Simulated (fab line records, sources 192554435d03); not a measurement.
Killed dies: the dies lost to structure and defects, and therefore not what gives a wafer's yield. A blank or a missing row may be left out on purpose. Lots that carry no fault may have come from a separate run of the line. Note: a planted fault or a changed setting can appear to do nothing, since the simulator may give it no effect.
Which tool was responsible? -- flow n5Finfet -- route of 1938 steps, sampled at 1 step: 6 lots, 18 wafers

## WHAT EACH GAUGE READ, for each wafer
N5_BEOL_M11_CD_MEAS_11 targets a cd of 64.1 nm.
lot,measured,on,cdNm (nm)
L376,day 12 01:08,cdSem-03,64.0 64.9 63.3
L381,day 12 06:21,cdSem-02,65.4 64.8 64.4
L387,day 13 21:10,cdSem-03,64.2 64.2 63.7
L389,day 15 09:02,cdSem-02,64.3 62.3 63.3
L395,day 16 07:16,cdSem-03,65.4 64.8 63.7
L397,day 16 18:03,cdSem-02,64.5 64.5 65.1

## WHAT TOOL EACH LOT RAN ON (gives the tool, then ch and the chambers of the sampled wafers, and finally the start)
No process step before these readings appears in the record.

## THE ANSWER, worked out from the rows above alone
Rule: usual is defined by the lots themselves. Put in order of their means at a reading, lots are off if they are a third of the lots or fewer, leave a main group of 4 or more, and stand apart from it by a gap of 3 or more times the standard deviation of the main group's means; of several such gaps the widest counts. A main group is skipped when, at the precision printed for the reading in the tables above, its means are all equal. A lot without any number at a reading at which 4 lots or more have one is off too. Where the step has rows for the other lots, those lots are counted as sound.
None of the lots is off at any reading shown; this tells nothing.

## WHAT THE SIMULATOR PUT IN
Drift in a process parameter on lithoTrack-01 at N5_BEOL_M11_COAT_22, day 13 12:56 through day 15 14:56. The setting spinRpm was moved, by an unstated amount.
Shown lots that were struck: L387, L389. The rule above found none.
